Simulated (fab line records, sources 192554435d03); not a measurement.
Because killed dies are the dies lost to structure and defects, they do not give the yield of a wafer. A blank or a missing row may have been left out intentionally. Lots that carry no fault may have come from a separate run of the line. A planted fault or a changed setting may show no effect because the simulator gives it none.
Which tool is to blame?	flow n5_finfet	69 wafers from 23 lots sampled at 6 of the route's 1938 steps

## WHAT EACH GAUGE READ, for each wafer
N5_BEOL_M14_THK_MEAS_01. Usual: for M14_ILD_THK the level is 1116 nm and the standard deviation is 17.
lot	measured	on	M14_ILD_THK (nm)	flag
L074	day 11 04:02	film_metro-01	1124 1118 1136	
L077	day 12 00:59	film_metro-02	1078 1073 1103	
L075	day 12 09:18	film_metro-02	1109 1108 1126	
L079	day 12 15:31	film_metro-01	1102 1089 1120	
L078	day 12 16:11	film_metro-01	1077 1120 1105	
L076	day 12 19:41	film_metro-01	1089 1102 1111	
L081	day 14 01:57	film_metro-01	1107 1136 1121	
L083	day 14 04:47	film_metro-02	1110 1139 1123	
L080	day 14 08:58	film_metro-02	1072 1106 1122	
L085	day 14 09:13	film_metro-02	1134 1124 1149	
L084	day 14 11:16	film_metro-02	1142 1117 1116	
L086	day 14 23:59	film_metro-02	1140 1119 1157	
L090	day 15 05:56	film_metro-01	1123 1120 1132	
L087	day 16 00:46	film_metro-02	1121 1115 1127	
L088	day 16 01:10	film_metro-02	1106 1123 1128	
L089	day 16 04:07	film_metro-01	1107 1122 1127	
L091	day 16 04:52	film_metro-01	1093 1122 1125	
L092	day 17 09:29	film_metro-02	1125 1090 1099	
L094	day 17 21:28	film_metro-01	1124 1091 1122	
L093	day 18 02:03	film_metro-01	1120 1108 1135	
L097	day 18 11:46	film_metro-02	1104 1135 1117	
L096	day 18 12:04	film_metro-02	1126 1115 1150	
L095	day 18 14:59	film_metro-02	1125 1128 1147	

N5_BEOL_M15_CD_MEAS_10 targets a cd of 360 nm. Usual: 359.7 nm for cd_nm, sd 1.5.
lot	measured	on	cd_nm (nm)	flag
L074	day 11 11:08	cd_sem-01	359.5 360.3 362.1	
L077	day 12 05:42	cd_sem-02	359.6 359.6 361.4	
L075	day 12 14:54	cd_sem-02	359.4 359.4 358.0	
L079	day 12 19:45	cd_sem-02	359.6 358.4 359.3	
L078	day 12 21:59	cd_sem-01	359.0 357.6 358.2	
L076	day 13 01:57	cd_sem-02	359.9 360.9 358.4	
L081	day 14 08:08	cd_sem-03	360.5 361.6 361.7	
L083	day 14 10:13	cd_sem-01	360.8 358.6 361.1	
L080	day 14 15:58	cd_sem-02	360.9 360.3 362.2	
L085	day 14 16:17	cd_sem-01	359.7 360.6 360.7	
L084	day 14 19:22	cd_sem-03	361.0 361.1 357.1	
L086	day 15 05:56	cd_sem-01	360.1 361.4 360.5	
L090	day 15 11:36	cd_sem-03	357.3 359.8 358.4	
L087	day 16 06:26	cd_sem-03	363.1 358.7 361.8	
L088	day 16 09:08	cd_sem-01	363.1 360.9 360.7	
L089	day 16 09:18	cd_sem-03	359.6 359.6 360.8	
L091	day 16 09:32	cd_sem-01	360.1 358.6 358.7	
L092	day 17 15:34	cd_sem-02	359.9 358.3 359.1	
L094	day 18 03:55	cd_sem-02	360.9 359.4 358.7	
L093	day 18 07:36	cd_sem-02	359.3 360.6 358.7	
L097	day 18 19:15	cd_sem-01	358.8 359.7 357.6	
L096	day 18 19:43	cd_sem-01	357.8 359.1 357.7	
L095	day 18 19:56	cd_sem-01	361.7 360.4 361.5	

## EACH LOT AND THE TOOL THAT RAN IT (in order: tool; ch and the chambers of the sampled wafers; start)
lot	N5_BEOL_M14_STRIP_63	N5_BEOL_M14_ETCH_68	N5_BEOL_M14_DEP_53	N5_BEOL_M15_ILD_DEP_00
L074	rie_diel-03 ch 0,1,3, day 11 05:52 or earlier	rie_diel-03 ch 0,3, day 11 05:52	pecvd-01 ch 0,1,2, day 11 10:20	pecvd-04 ch 0,1,2, day 11 10:28
L077	rie_diel-04 ch 0,1, day 12 02:52 or earlier	rie_diel-01 ch 0,2, day 12 02:52	pecvd-02 ch 0,2, day 12 05:01	pecvd-04 ch 1,2, day 12 05:08
L075	rie_diel-04 ch 0,1, day 12 10:51 or earlier	rie_diel-01 ch 0,3, day 12 10:51	pecvd-03 ch 0,2, day 12 14:13	pecvd-02 ch 0,1,2, day 12 14:21
L079	rie_diel-01 ch 0,2, day 12 16:57 or earlier	rie_diel-03 ch 0,2,3, day 12 16:57	pecvd-02 ch 0,1, day 12 19:04	pecvd-04 ch 0,2, day 12 19:12
L078	rie_diel-01 ch 0,2, day 12 18:03 or earlier	rie_diel-01 ch 2,3, day 12 18:03	pecvd-01 ch 0,1, day 12 21:19	pecvd-04 ch 0,1, day 12 21:26
L076	rie_diel-04 ch 0,3, day 12 21:22 or earlier	rie_diel-03 ch 1,2, day 12 21:22	pecvd-03 ch 1,2, day 13 01:16	pecvd-02 ch 1,2, day 13 01:23
L081	rie_diel-04 ch 0,2,3, day 14 03:31 or earlier	rie_diel-01 ch 0,3, day 14 03:31	pecvd-02 ch 0,1,2, day 14 07:20	pecvd-04 ch 0,1,2, day 14 07:34
L083	rie_diel-01 ch 0,1,2, day 14 06:56 or earlier	rie_diel-04 ch 0,3, day 14 06:56	pecvd-03 ch 0,1, day 14 09:32	pecvd-01 ch 1,2, day 14 09:40
L080	rie_diel-04 ch 2,3, day 14 10:40 or earlier	rie_diel-03 ch 0,3, day 14 10:40	pecvd-01 ch 0,2, day 14 15:10	pecvd-04 ch 0,1,2, day 14 15:17
L085	rie_diel-01 ch 0,1,3, day 14 11:03 or earlier	rie_diel-04 ch 0,2,3, day 14 11:03	pecvd-01 ch 0,1, day 14 15:29	pecvd-04 ch 0,2, day 14 15:37
L084	rie_diel-04 ch 0,2,3, day 14 12:42 or earlier	rie_diel-01 ch 1,2, day 14 12:42	pecvd-01 ch 0,1,2, day 14 18:34	pecvd-04 ch 0,1,2, day 14 18:47
L086	rie_diel-04 ch 0,2,3, day 15 01:42 or earlier	rie_diel-03 ch 0,2,3, day 15 01:42	pecvd-03 ch 0,2, day 15 05:14	pecvd-04 ch 0,1,2, day 15 05:22
L090	rie_diel-01 ch 0,1,2, day 15 07:29 or earlier	rie_diel-01 ch 0,1,3, day 15 07:29	pecvd-01 ch 0,1, day 15 10:46	pecvd-02 ch 0,2, day 15 10:54
L087	rie_diel-04 ch 1,2,3, day 16 02:22 or earlier	rie_diel-01 ch 0,2,3, day 16 02:22	pecvd-02 ch 0,2, day 16 05:37	pecvd-04 ch 0,2, day 16 05:45
L088	rie_diel-04 ch 1,3, day 16 03:08 or earlier	rie_diel-04 ch 1,2,3, day 16 03:08	pecvd-01 ch 0,1, day 16 08:18	pecvd-04 ch 0,2, day 16 08:26
L089	rie_diel-03 ch 1,2,3, day 16 05:54 or earlier	rie_diel-04 ch 0,2, day 16 05:54	pecvd-02 ch 0,1, day 16 08:35	pecvd-04 ch 0,1, day 16 08:43
L091	rie_diel-01 ch 0,2, day 16 06:29 or earlier	rie_diel-04 ch 0,1,3, day 16 06:29	pecvd-03 ch 0,1,2, day 16 08:50	pecvd-02 ch 1,2, day 16 08:58
L092	rie_diel-01 ch 0,2,3, day 17 11:17 or earlier	rie_diel-01 ch 0,1,3, day 17 11:17	pecvd-02 ch 0,1,2, day 17 14:46	pecvd-04 ch 0,2, day 17 14:54
L094	rie_diel-04 ch 0,2, day 17 23:01 or earlier	rie_diel-04 ch 0,2, day 17 23:01	pecvd-03 ch 0,1,2, day 18 03:07	pecvd-04 ch 0,2, day 18 03:15
L093	rie_diel-03 ch 0,1,3, day 18 03:44 or earlier	rie_diel-04 ch 0,1,2, day 18 03:44	pecvd-03 ch 1,2, day 18 06:55	pecvd-04 ch 0,2, day 18 07:03
L097	rie_diel-01 ch 1,2, day 18 13:28 or earlier	rie_diel-03 ch 0,1, day 18 13:28	pecvd-01 ch 2, day 18 18:33	pecvd-02 ch 0,1,2, day 18 18:41
L096	rie_diel-04 ch 1,2, day 18 14:04 or earlier	rie_diel-01 ch 0,3, day 18 14:04	pecvd-03 ch 0,1, day 18 18:48	pecvd-01 ch 0,2, day 18 18:56
L095	rie_diel-01 ch 0,3, day 18 16:47 or earlier	rie_diel-01 ch 1,2, day 18 16:47	pecvd-03 ch 1,2, day 18 19:15	pecvd-04 ch 0,1,2, day 18 19:23
- N5_BEOL_M14_STRIP_63: strips in O2.
- N5_BEOL_M14_ETCH_68: etches SOC in N2/H2, time 450 s.
- N5_BEOL_M14_DEP_53: deposits SiCN from 3MS/NH3, target thk 50 nm, time 17.8 s.
- N5_BEOL_M15_ILD_DEP_00: deposits SiO2 from TEOS/O2, target thk 1629.3 nm, time 346.1 s.

## AS READ BY THE TOOLS THEMSELVES (means over the sampled wafers that have a number; for cases with no such wafer, the mark the record gives instead)
N5_BEOL_M14_STRIP_63. Usual: drypump_motor_current_A 5.50 A, standard deviation 0.26; oes_product_au 0.83 a.u., standard deviation 0.1; rf_vpp_V 3.7 V, standard deviation 0.85; showerhead_plenum_p_Torr 2.10 Torr, standard deviation 0.082; throttle_valve_pct 16.49 %, standard deviation 0.23.
lot	tool	drypump_motor_current_A (A)	oes_product_au (a.u.)	rf_vpp_V (V)	showerhead_plenum_p_Torr (Torr)	throttle_valve_pct (%)	flag
L074	rie_diel-03	5.70	0.89	4.0	2.14	16.49	
L077	rie_diel-04	5.79	0.71	2.9	2.00	16.68	
L075	rie_diel-04	5.64	0.70	4.2	2.03	16.67	
L079	rie_diel-01	5.62	0.70	3.6	2.03	16.80	
L078	rie_diel-01	5.62	0.70	3.9	2.03	16.79	
L076	rie_diel-04	5.33	0.71	3.3	2.07	16.67	
L081	rie_diel-04	5.37	0.87	3.7	2.06	16.38	
L083	rie_diel-01	5.58	0.87	2.9	2.12	16.46	
L080	rie_diel-04	5.24	0.76	4.0	2.06	16.55	
L085	rie_diel-01	5.40	0.91	3.1	2.13	16.34	
L084	rie_diel-04	5.38	0.85	3.2	2.06	16.39	
L086	rie_diel-04	5.38	0.85	4.2	2.06	16.39	
L090	rie_diel-01	5.57	0.86	4.7	2.12	16.47	
L087	rie_diel-04	5.51	0.83	3.8	2.11	16.43	
L088	rie_diel-04	5.45	0.76	4.3	2.12	16.58	
L089	rie_diel-03	5.40	0.82	3.6	2.16	16.76	
L091	rie_diel-01	5.48	0.85	4.1	2.08	16.49	
L092	rie_diel-01	5.45	0.89	3.2	2.12	16.42	
L094	rie_diel-04	5.44	0.87	3.5	2.04	16.28	
L093	rie_diel-03	5.71	0.81	4.4	2.13	16.59	
L097	rie_diel-01	5.73	0.93	3.3	2.23	16.42	
L096	rie_diel-04	5.74	0.87	2.9	2.16	16.31	
L095	rie_diel-01	5.26	0.80	3.9	2.04	16.46	

N5_BEOL_M14_ETCH_68. Usual: bias_w 350.1 W, standard deviation 1.2; drypump_motor_current_A 5.51 A, standard deviation 0.27; oes_product_au 0.84 a.u., standard deviation 0.09; rf_fwd_power_W 2996 W, standard deviation 10; rf_vpp_V 524.3 V, standard deviation 2.9; showerhead_plenum_p_Torr 2.56 Torr, standard deviation 0.1; throttle_valve_pct 17.59 %, standard deviation 0.24.
lot	tool	bias_w (W)	drypump_motor_current_A (A)	oes_product_au (a.u.)	rf_fwd_power_W (W)	rf_vpp_V (V)	showerhead_plenum_p_Torr (Torr)	throttle_valve_pct (%)	flag
L074	rie_diel-03	350.7	5.70	0.87	3002	525.8	2.59	17.46	
L077	rie_diel-01	350.0	5.64	0.72	3000	522.1	2.48	17.88	
L075	rie_diel-01	350.5	5.31	0.73	2995	524.2	2.56	17.78	
L079	rie_diel-03	350.0	5.39	0.85	2991	525.3	2.62	17.64	
L078	rie_diel-01	349.5	5.42	0.79	3002	520.9	2.44	17.62	
L076	rie_diel-03	350.4	5.23	0.89	2981	527.3	2.67	17.77	
L081	rie_diel-01	351.1	5.31	0.92	2995	524.3	2.55	17.47	
L083	rie_diel-04	349.3	5.43	0.89	3003	522.5	2.51	17.62	
L080	rie_diel-03	349.6	5.71	0.84	2999	525.1	2.58	17.49	
L085	rie_diel-04	350.1	5.39	0.86	2984	522.1	2.50	17.55	
L084	rie_diel-01	351.1	5.69	0.86	3003	526.5	2.60	17.49	
L086	rie_diel-03	350.5	5.41	0.82	2986	525.8	2.61	17.66	
L090	rie_diel-01	349.8	5.41	0.89	2992	525.8	2.58	17.44	
L087	rie_diel-01	350.7	5.45	0.80	2999	522.6	2.48	17.65	
L088	rie_diel-04	350.7	5.51	0.83	2988	524.2	2.57	17.56	
L089	rie_diel-04	350.1	5.45	0.89	2999	522.1	2.48	17.32	
L091	rie_diel-04	349.8	5.54	0.84	2992	524.9	2.58	17.63	
L092	rie_diel-01	349.2	5.39	0.86	2997	525.3	2.57	17.46	
L094	rie_diel-04	349.7	5.44	0.87	2988	521.5	2.48	17.34	
L093	rie_diel-04	349.0	5.62	0.88	3007	524.5	2.56	17.41	
L097	rie_diel-03	350.4	5.84	0.83	3008	524.8	2.58	17.52	
L096	rie_diel-01	351.5	5.27	0.81	3007	522.8	2.49	17.56	
L095	rie_diel-01	350.1	5.74	0.92	2995	528.9	2.70	17.45	

N5_BEOL_M14_DEP_53. Usual: chamber_pressure_Torr 2.999 Torr, standard deviation 0.0067; rf_fwd_power_W 665.7 W, standard deviation 2.9; showerhead_plenum_p_Torr 4.157 Torr, standard deviation 0.014; throttle_valve_pct 18.3 %, standard deviation 0.93.
lot	tool	chamber_pressure_Torr (Torr)	rf_fwd_power_W (W)	showerhead_plenum_p_Torr (Torr)	throttle_valve_pct (%)	flag
L074	pecvd-01	2.999	666.6	4.159	18.5	
L077	pecvd-02	2.999	666.8	4.137	17.7	
L075	pecvd-03	2.996	663.7	4.163	17.8	
L079	pecvd-02	2.991	666.1	4.145	18.3	
L078	pecvd-01	2.997	666.8	4.171	19.4	
L076	pecvd-03	2.999	662.9	4.165	18.7	
L081	pecvd-02	3.000	668.7	4.149	17.9	
L083	pecvd-03	2.997	663.7	4.159	18.9	
L080	pecvd-01	2.991	667.6	4.156	17.7	
L085	pecvd-01	3.003	664.2	4.159	18.5	
L084	pecvd-01	3.006	665.2	4.157	18.6	
L086	pecvd-03	2.994	665.1	4.154	18.0	
L090	pecvd-01	2.998	665.4	4.157	18.4	
L087	pecvd-02	2.995	669.2	4.132	18.3	
L088	pecvd-01	2.999	665.2	4.160	18.2	
L089	pecvd-02	2.998	666.6	4.153	18.1	
L091	pecvd-03	3.008	665.2	4.161	18.4	
L092	pecvd-02	2.997	669.3	4.138	18.0	
L094	pecvd-03	2.992	664.9	4.155	18.4	
L093	pecvd-03	3.002	663.6	4.171	18.3	
L097	pecvd-01	3.006	665.3	4.159	18.0	
L096	pecvd-03	3.006	663.5	4.153	18.9	
L095	pecvd-03	3.003	663.4	4.168	18.4	

N5_BEOL_M15_ILD_DEP_00. Usual: chamber_pressure_Torr 6.501 Torr, standard deviation 0.014; heater_power_outer_w 263 W, standard deviation 65; heater_power_w 514 W, standard deviation 90; rf_fwd_power_W 897.9 W, standard deviation 2.9; showerhead_plenum_p_Torr 8.31 Torr, standard deviation 0.037; throttle_valve_pct 18.8 %, standard deviation 0.64.
lot	tool	chamber_pressure_Torr (Torr)	heater_power_outer_w (W)	heater_power_w (W)	rf_fwd_power_W (W)	showerhead_plenum_p_Torr (Torr)	throttle_valve_pct (%)	flag
L074	pecvd-04	6.502	257	525	899.4	8.31	19.1	
L077	pecvd-04	6.495	225	450	901.6	8.33	19.0	
L075	pecvd-02	6.494	292	506	898.3	8.33	18.4	
L079	pecvd-04	6.497	259	552	896.0	8.31	19.1	
L078	pecvd-04	6.515	255	535	900.8	8.26	18.8	
L076	pecvd-02	6.500	323	557	897.2	8.33	18.1	
L081	pecvd-04	6.510	217	468	896.1	8.29	19.0	
L083	pecvd-01	6.502	361	650	896.5	8.35	19.4	
L080	pecvd-04	6.513	196	438	899.5	8.30	19.2	
L085	pecvd-04	6.505	241	528	895.3	8.32	19.0	
L084	pecvd-04	6.494	223	470	896.7	8.30	19.0	
L086	pecvd-04	6.492	235	491	897.1	8.30	19.0	
L090	pecvd-02	6.494	295	539	898.1	8.31	18.6	
L087	pecvd-04	6.495	229	505	899.2	8.31	19.2	
L088	pecvd-04	6.491	221	492	896.0	8.32	19.1	
L089	pecvd-04	6.499	252	524	895.9	8.26	18.8	
L091	pecvd-02	6.504	309	510	899.4	8.34	18.1	
L092	pecvd-04	6.496	238	533	899.7	8.28	18.9	
L094	pecvd-04	6.486	209	480	898.0	8.32	19.2	
L093	pecvd-04	6.490	242	522	899.5	8.31	19.2	
L097	pecvd-02	6.495	308	531	900.7	8.33	18.8	
L096	pecvd-01	6.497	379	681	899.3	8.35	18.4	
L095	pecvd-04	6.500	213	455	896.2	8.29	18.1	

## THE ANSWER, worked out from the rows above alone
Rule: take the mean of a lot's wafers that have a number; if it is more than 3 standard deviations from the usual mean, the lot is off. Also off: a lot with no number at a reading for which 4 or more lots have one. All remaining lots with rows at the step are treated as sound. First the gauges in route order, then the tools' own readings, where a lot's mean is used as printed above. At the first step where some lot is off, the reading lying furthest off is the one used; lots without a number count as furthest.
None of the lots is off at any reading shown; this tells nothing.

## WHAT THE SIMULATOR HAD INSERTED
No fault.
